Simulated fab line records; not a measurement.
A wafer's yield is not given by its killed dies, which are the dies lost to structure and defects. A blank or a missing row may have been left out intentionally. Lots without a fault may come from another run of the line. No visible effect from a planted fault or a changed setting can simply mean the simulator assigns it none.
3 desks looking at one fault | flow n5-finfet | numbers are kept per desk, each desk with only its own; the story behind them comes last

== FROM THE METROLOGY DESK ==
Means of the sampled wafers that have a number, per lot and without regard to the tool the lot ran on: this is what the gauges read. Marked OUT: a lot whose mean sits more than 4 standard deviations from the usual mean, which makes it out of limits; the brackets give that distance. It has 11 readings; the 7 that lie furthest out on some lot are the ones shown.
Columns: A = DIBL_N at N5_BEOL_M4_RC_MEAS_101, usual 36.4 mV/V; B = DIBL_P at N5_BEOL_M4_RC_MEAS_101, usual 36.1 mV/V; C = IOFF_N at N5_BEOL_M4_RC_MEAS_101, usual 0.156 nA/um; D = IOFF_P at N5_BEOL_M4_RC_MEAS_101, usual 0.21 nA/um; E = SS_N at N5_BEOL_M4_RC_MEAS_101, usual 71.5 mV/dec; F = SS_P at N5_BEOL_M4_RC_MEAS_101, usual 73.2 mV/dec; G = VT_N at N5_BEOL_M4_RC_MEAS_101, usual 250.0 mV
lot  | first seen here | A    | B    | C     | D    | E    | F    | G
L798 | day 6 07:22     | 36.5 | 37.6 | 0.163 | 0.21 | 71.4 | 73.0 | 250.6
L799 | day 6 08:47     | 36.2 | 35.4 | 0.155 | 0.23 | 71.7 | 72.9 | 249.9
L801 | day 6 14:01     | 36.3 | 37.4 | 0.171 | 0.21 | 71.5 | 74.1 | 247.6
L800 | day 6 18:03     | 37.6 | 38.4 | 0.185 | 0.23 | 72.2 | 73.5 | 246.2
L810 | day 8 23:40     | 35.1 | 33.3 | 0.133 | 0.19 | 71.4 | 72.4 | 253.9
L808 | day 8 23:46     | 36.2 | 35.8 | 0.157 | 0.21 | 71.3 | 73.8 | 248.8
L809 | day 8 23:54     | 39.3 | 39.2 | 0.201 | 0.27 | 72.3 | 73.4 | 245.3
L818 | day 11 05:05    | 34.3 | 34.3 | 0.128 | 0.19 | 70.8 | 72.7 | 251.3
Finding of this desk: none of the 8 lots has anything out of limits.

== THE DEFECT DESK ==
What the inspections along the route counted, lot by lot: means of the sampled wafers that have a number. Marked OUT: a lot whose mean sits more than 4 standard deviations from the usual mean, which makes it out of limits; the brackets give that distance.
Columns: A = raw-defect-count at N5_BEOL_M1_INSPECT_13, usual 410
lot  | first seen here | A
L798 | day 6 07:25     | 570
L799 | day 6 08:50     | 354
L801 | day 6 14:04     | 513
L800 | day 6 18:07     | 510
L810 | day 8 23:44     | 373
L808 | day 8 23:49     | 583
L809 | day 8 23:57     | 409
L818 | day 11 05:09    | 405
Finding of this desk: none of the 8 lots has anything out of limits.

== THE TOOL OWNER'S DESK: euv-scanner-01 ==
The tool's own readings at N5_BEOL_M1_EXPOSE_25 (exposes mask V0, defocus 5 nm, target cd 24 nm): means of the sampled wafers that have a number, for each lot that ran on this tool. Marked OUT: a lot whose mean sits more than 4 standard deviations from the usual mean, which makes it out of limits; the brackets give that distance.
Columns: A = exposure-dose-mJ-cm2 at N5_BEOL_M1_EXPOSE_25, usual 63.00
lot  | first seen here | A
L801 | day 6 14:50     | 62.97
L810 | day 9 00:41     | 62.99
L808 | day 9 00:59     | 63.90 (+13) OUT
L809 | day 9 01:31     | 63.95 (+14) OUT
This desk's verdict: out of limits on L808, L809, starting with L808 at day 9 00:59 (exposure-dose-mJ-cm2 at N5_BEOL_M1_EXPOSE_25). Within limits: L801, L810.

== PUT TOGETHER ==
The tool owner's desk could have raised an alarm at day 9 00:59, on L808, L809.
The metrology desk saw nothing out of limits.
No out-of-limits result turned up at the defect desk.
The metrology desk holds a record of L808, L809, inside its limits.
The defect desk has L808, L809 on record, within its limits.
On euv-scanner-01, each named lot ran N5_BEOL_M1_EXPOSE_25.

== WHAT WAS PUT IN BY THE SIMULATOR ==
Drift in process parameters on euv-scanner-01 at N5_BEOL_M1_EXPOSE_25, starting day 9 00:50. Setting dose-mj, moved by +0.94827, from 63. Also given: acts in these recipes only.
Shown lots that were struck: L808, L809.
Hours from the fault's start to each desk's first reading out of limits: the tool owner's desk, 0.
